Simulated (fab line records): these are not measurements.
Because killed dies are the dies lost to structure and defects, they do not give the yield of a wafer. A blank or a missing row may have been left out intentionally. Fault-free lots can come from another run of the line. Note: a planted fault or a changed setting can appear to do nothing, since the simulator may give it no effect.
fab line records	flow n5_finfet
record lots=10	wafers=28	last_day=18
route steps=1938 shown BEOL_M7@1300
lots that met no fault: taken from a fault-free run of the same line
start_h: start of the lot's first displayed wafer, in hours after the record's first day	wait_h: hours from the lot's prior step to this one	" repeats the value in the row above	L1.1+2: a single row standing in for several wafers	- no value, or no start was given	* or withheld: withheld	< > ~ a bound
route shown NAME@n: names a module that has steps shown in the file, with the first one's number in the route	usual: mean/standard deviation of fault-free wafers	same: alike in all rows	chamber/n: place in a boat	sites: per-site readings	_std_site: standard deviation across them	_edge_site: the outer-site mean with the inner-site mean subtracted	radius_mm: for every site, how far away it sits from the centre of the wafer	mask NAME#n: copy n	behind: the most recent tool/chamber to have shaped the wafer	hold: reason for holding the lot/hours on hold/outcome of the hold	device: names the non-switching transistor (n, p or np)	end of line: at the end of the route, the tests of the same wafers	for a step that has no rows: nothing shown but its recipe	killed: dies that structure and defects cost at the first sort, which is not the same as the wafer's yield	map: per-die view of a wafer (x killed, . not killed, _ where there is no die)
set.NAME: the run value of the setting; set.NAME@STEP: its run value at that earlier step	model.NAME: the simulator's own value behind a step, which no gauge read
route steps across a sampled set of lots; one table per step, one row per wafer
services: a tool's chamber out of use, with start hour (start_h, from the record's first day; less than 0 if before it), hours out, and reason
## steps
# step N5_BEOL_M7_ETCH_72
# recipe chemistry=N2/H2	target=underlayer	target_depth_a=65	mask_material=CAR-EUV	time_s=5.2	ion_energy_ev=200	pressure_mtorr=30	source_w=840	bias_w=150	n2_flow_sccm=200	h2_flow_sccm=200	ends=cleared
# usual drypump_motor_current_A=5.7/0.58	etch_rf_on_time_s=5.20/0.13	oes_product_au=0.68/0.071	rf_vpp_V=523.8/2.5	showerhead_plenum_p_Torr=2.54/0.074	throttle_valve_pct=17.75/0.24
lot.wafer	tool	chamber	start_h	wait_h	drypump_motor_current_A	etch_rf_on_time_s	oes_product_au	rf_hours_counter_h	rf_vpp_V	showerhead_plenum_p_Torr	throttle_valve_pct
L455.1	rie_diel-01	0	195.69	0.0	4.7	5.03	0.77	49	525.3	2.57	17.58
L455.5	"	0	"	"	4.7	5.11	0.76	-	526.0	2.57	17.60
L458.1	rie_diel-03	0	210.67	0.0	5.0	5.16	0.72	76	525.8	2.57	17.40
L458.2	"	1	"	"	5.3	5.03	0.64	179	522.9	2.53	17.76
L458.4	"	2	"	"	5.5	5.43	0.59	233	520.5	2.40	18.03
L459.1	rie_diel-03	1	214.71	0.0	5.3	5.06	0.64	180	523.6	2.53	17.73
L459.4	"	3	"	"	6.3	5.34	0.60	212	526.2	2.62	17.74
L459.6	"	3	"	"	6.3	5.35	0.61	-	528.4	2.62	17.75
L460.1	rie_diel-03	2	217.88	0.0	5.5	5.41	0.57	235	520.6	2.40	18.01
L460.3	"	0	"	"	5.0	5.11	0.72	77	527.2	2.57	17.43
L460.6	"	0	"	"	5.0	5.11	0.72	-	524.1	2.57	17.42
L461.3	rie_diel-03	0	225.53	0.0	5.0	5.15	0.72	80	525.7	2.57	17.40
L461.4	"	1	"	"	5.3	4.98	0.65	183	524.7	2.53	17.75
L461.5	"	1	"	"	5.3	4.98	0.64	-	522.7	2.53	17.77
L463.3	rie_diel-03	1	241.75	0.0	5.3	5.04	0.63	188	521.8	2.53	17.77
L463.4	"	2	"	"	5.5	5.41	0.56	242	518.6	2.39	18.06
L463.5	"	1	"	"	5.3	5.08	0.63	-	521.1	2.53	17.73
L466.2	rie_diel-01	2	260.13	0.0	6.1	4.91	0.78	41	520.9	2.50	17.57
L466.5	"	2	"	"	6.1	4.96	0.78	-	519.8	2.50	17.55
L466.6	"	3	"	"	6.4	5.17	0.71	-	521.9	2.47	17.73
L473.1	rie_diel-01	1	309.53	0.0	5.2	5.29	0.58	246	524.3	2.50	18.26
L473.3	"	2	"	"	6.1	5.02	0.76	54	522.9	2.50	17.57
L476.2	rie_diel-03	2	322.45	0.0	5.5	5.24	0.78	16	527.6	2.70	17.52
L476.3	"	1	"	"	5.3	5.11	0.62	199	521.9	2.52	17.76
L476.4	"	2	"	"	5.5	5.32	0.78	-	530.4	2.70	17.55
L478.3	rie_diel-01	3	345.23	0.0	6.4	5.22	0.68	104	519.7	2.46	17.75
L478.5	"	2	"	"	6.1	4.97	0.75	-	520.3	2.49	17.61
L478.6	"	0	"	"	4.8	5.20	0.71	-	523.3	2.55	17.65
# step N5_BEOL_M7_ETCH_41
# recipe chemistry=CH3F/O2	target=SiCN	target_depth_a=319	taper_deg=2	time_s=57.8	ion_energy_ev=120	mask_material=TiN	pressure_mtorr=30	source_w=395	bias_w=75	Ar_flow_sccm=150	CH3F_flow_sccm=30	O2_flow_sccm=20
# usual O2_flow_sccm=20.00/0.061	drypump_motor_current_A=5.7/0.58	mfc_ar_sccm=149.9/0.46	oes_product_au=0.80/0.084	rf_vpp_V=297.3/1.5	showerhead_plenum_p_Torr=2.00/0.064	throttle_valve_pct=16.25/0.27
lot.wafer	tool	chamber	start_h	wait_h	O2_flow_sccm	drypump_motor_current_A	mfc_ar_sccm	oes_product_au	rf_hours_counter_h	rf_vpp_V	showerhead_plenum_p_Torr	throttle_valve_pct
L455.1	rie_diel-01	0	-	-	20.04	4.8	148.9	0.88	49	299.3	2.03	16.08
L455.5	"	0	"	"	19.99	4.7	149.7	0.88	-	298.9	2.03	16.10
L458.1	rie_diel-03	0	-	-	19.94	5.1	150.3	0.85	76	297.4	2.01	15.84
L458.2	"	1	"	"	19.97	5.3	150.1	0.75	179	298.3	2.00	16.25
L458.4	"	2	"	"	20.15	5.5	150.3	0.68	233	294.2	1.90	16.60
L459.1	rie_diel-03	1	-	-	19.96	5.3	149.3	0.75	180	298.4	2.00	16.27
L459.4	"	3	"	"	19.87	6.2	149.8	0.70	213	299.1	2.08	16.40
L459.6	"	3	"	"	19.94	6.2	149.7	0.71	-	298.9	2.08	16.41
L460.1	rie_diel-03	2	-	-	20.03	5.5	149.3	0.68	235	294.7	1.90	16.59
L460.3	"	0	"	"	20.04	5.0	150.3	0.84	77	298.0	2.01	15.86
L460.6	"	0	"	"	20.08	5.0	150.1	0.84	-	298.1	2.01	15.85
L461.3	rie_diel-03	0	-	-	19.93	5.0	149.4	0.83	80	297.7	2.01	15.86
L461.4	"	1	"	"	20.02	5.3	149.7	0.75	183	297.2	2.00	16.29
L461.5	"	1	"	"	20.05	5.3	149.7	0.75	-	296.9	2.00	16.27
L463.3	rie_diel-03	1	-	-	19.85	5.3	150.2	0.74	188	297.4	2.00	16.27
L463.4	"	2	"	"	20.01	5.5	149.5	0.68	242	294.8	1.90	16.62
L463.5	"	1	"	"	19.88	5.3	149.4	0.74	-	297.5	2.00	16.28
L466.2	rie_diel-01	2	-	-	20.06	6.1	150.1	0.91	41	295.6	1.94	15.85
L466.5	"	2	"	"	19.99	6.1	149.8	0.92	-	296.1	1.94	15.84
L466.6	"	3	"	"	19.92	6.4	150.1	0.84	-	294.7	1.96	16.27
L473.1	rie_diel-01	1	-	-	19.93	5.2	150.2	0.68	246	296.5	1.95	16.68
L473.3	"	2	"	"	20.02	6.1	150.2	0.89	54	296.8	1.93	15.85
L476.2	rie_diel-03	2	-	-	20.05	5.5	150.1	0.92	16	300.2	2.14	16.14
L476.3	"	1	"	"	19.96	5.3	150.1	0.74	199	296.3	2.00	16.29
L476.4	"	2	"	"	20.06	5.5	149.7	0.92	-	300.0	2.14	16.12
L478.3	rie_diel-01	3	-	-	20.00	6.4	149.8	0.81	104	295.4	1.95	16.31
L478.5	"	2	"	"	20.04	6.1	149.4	0.88	-	296.6	1.93	15.89
L478.6	"	0	"	"	20.01	4.8	149.3	0.83	-	298.0	2.01	16.18
# step N5_BEOL_M7_PRE_CLEAN_45
# recipe gas=H2/He	time_s=30	temp_c=250
# usual heater_power_w=334/25
lot.wafer	tool	chamber	start_h	wait_h	heater_power_w
L455.1	pvd_sputter-03	-	196.90	0.0	318
L455.5	"	-	"	"	333
L458.1	pvd_sputter-03	-	212.08	0.0	320
L458.2	"	-	"	"	337
L458.4	"	-	"	"	335
L459.1	pvd_sputter-01	-	216.06	0.0	334
L459.4	"	-	"	"	323
L459.6	"	-	"	"	327
L460.1	pvd_sputter-01	-	218.98	0.0	325
L460.3	"	-	"	"	309
L460.6	"	-	"	"	306
L461.3	pvd_sputter-01	-	226.78	0.0	320
L461.4	"	-	"	"	335
L461.5	"	-	"	"	315
L463.3	pvd_sputter-01	-	245.10	0.0	333
L463.4	"	-	"	"	332
L463.5	"	-	"	"	318
L466.2	pvd_sputter-03	-	261.42	0.0	361
L466.5	"	-	"	"	321
L466.6	"	-	"	"	330
L473.1	pvd_sputter-02	-	310.68	0.0	410
L473.3	"	-	"	"	322
L476.2	pvd_sputter-02	-	323.46	0.0	336
L476.3	"	-	"	"	334
L476.4	"	-	"	"	420
L478.3	pvd_sputter-03	-	348.25	0.0	319
L478.5	"	-	"	"	324
L478.6	"	-	"	"	319
# step N5_BEOL_M7_ECD_50
# recipe material=Cu	target_thk_a=3000
lot.wafer	tool	chamber	start_h	wait_h
L455.1+5	ecd_cu-02	0	197.63	0.1
L458.1+2+4	ecd_cu-01	1,0,1	212.86	0.1
L459.1+4+6	ecd_cu-02	1,0,0	218.04	0.1
L460.1+3+6	ecd_cu-02	0	219.76	0.1
L461.3+4+5	ecd_cu-01	0,1,0	228.39	0.1
L463.3+4+5	ecd_cu-01	1,0,1	245.89	0.1
L466.2+5+6	ecd_cu-02	0,1,0	262.07	0.1
L473.1+3	ecd_cu-01	0	311.59	0.1
L476.2+3+4	ecd_cu-01	1,1,0	324.20	0.1
L478.3+5+6	ecd_cu-02	1,0,1	348.99	0.1
# step N5_BEOL_M7_CMP_52
# recipe stop_on=SiCOH_lowk	t_overpolish_s=6.9	down_force_psi=1	platen_rpm=50	clearing_platen_down_force_psi=1.5	clearing_platen_rpm=50	post_cmp_clean=cu_alkaline	target_thk_nm=80	clearing_platen_pad_velocity_m_s=0.99484	pad_velocity_m_s=0.99484
# usual motor_current_A=5.8/0.41	time_to_endpoint_s=61.0/2.9
lot.wafer	tool	chamber	start_h	wait_h	motor_current_A	time_to_endpoint_s
L455.1	cmp-02	1	198.02	0.3	6.5	59.0
L455.5	"	2	"	"	4.8	59.3
L458.1	cmp-04	3	213.55	0.3	5.4	63.9
L458.2	"	0	"	"	6.0	65.0
L458.4	"	1	"	"	5.6	57.8
L459.4	cmp-04	0	218.43	0.1	5.5	64.2
L459.1	"	1	"	"	5.6	57.7
L459.6	"	1	"	"	6.0	61.4
L460.1	cmp-04	1	220.39	0.3	5.8	63.0
L460.3	"	3	"	"	5.3	64.1
L460.6	"	2	"	"	5.9	61.2
L461.3	cmp-02	2	229.17	0.2	5.2	62.5
L461.4	"	3	"	"	6.2	64.7
L461.5	"	3	"	"	5.7	63.5
L463.3	cmp-01	0	246.33	0.2	5.9	57.0
L463.4	"	1	"	"	5.8	54.9
L463.5	"	3	"	"	6.0	59.6
L466.2	cmp-04	2	262.76	0.3	5.9	22.6
L466.6	"	3	"	"	5.4	22.2
L466.5	"	0	"	"	5.6	63.2
L473.3	cmp-04	3	312.37	0.2	5.4	62.1
L473.1	"	0	"	"	5.9	61.8
L476.2	cmp-04	3	324.71	0.2	5.7	59.6
L476.4	"	0	"	"	5.9	60.0
L476.3	"	2	"	"	5.8	60.2
L478.3	cmp-04	3	349.39	0.2	5.7	63.5
L478.5	"	2	"	"	6.1	64.6
L478.6	"	3	"	"	5.5	64.3
## services
tool	chamber	start_h	hours	kind
ecd_cu-01	-	181.93	0.8	repair
cmp-04	-	191.97	1.2	repair
cmp-01	-	204.30	4.0	pm
cmp-04	-	222.71	5.0	pm
cmp-01	-	223.18	1.3	repair
cmp-02	-	235.02	4.0	pm
rie_diel-01	1	240.27	4.0	repair
rie_diel-03	2	265.86	-	clean
rie_diel-03	2	265.86	-	consumable_replace:focus_ring
rie_diel-03	2	265.86	-	consumable_replace:showerhead
rie_diel-03	2	265.86	14.9	scheduled_down
rie_diel-03	2	265.86	14.9	vent_cycle
cmp-01	-	269.35	1.0	repair
pvd_sputter-02	-	279.52	3.8	repair
cmp-02	-	288.05	1.8	repair
ecd_cu-01	-	296.85	0.8	repair
cmp-04	-	303.32	4.0	pm
cmp-02	-	304.67	2.7	repair
ecd_cu-01	-	313.56	1.8	repair
rie_diel-03	3	316.84	-	clean
rie_diel-03	3	316.84	-	consumable_replace:focus_ring
pvd_sputter-01	-	320.04	19.6	repair
cmp-02	-	338.04	3.0	repair
cmp-01	-	340.63	5.8	pm
## key
first_sign step=N5_BEOL_M7_CMP_52	reading=time_to_endpoint_s	direction=down	sigmas=14	usual=*	struck=*
effect none on later readings
met_at N5_BEOL_M7_ECD_50
struck_lots L466
struck_wafers L466.2,L466.6
not_acting_at N5_BEOL_M7_ETCH_72,N5_BEOL_M7_ETCH_41,N5_BEOL_M7_PRE_CLEAN_45
onset_between 219.76 262.07
fault kind=process_parameter_drift	tool=ecd_cu-02	chamber=-	onset_h=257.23	steps=N5_BEOL_M7_ECD_50	channel=target_thk_a	offset=*	shape=step	end_h=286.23	scope=struck_wafers_only	acts_in=*	stated=*
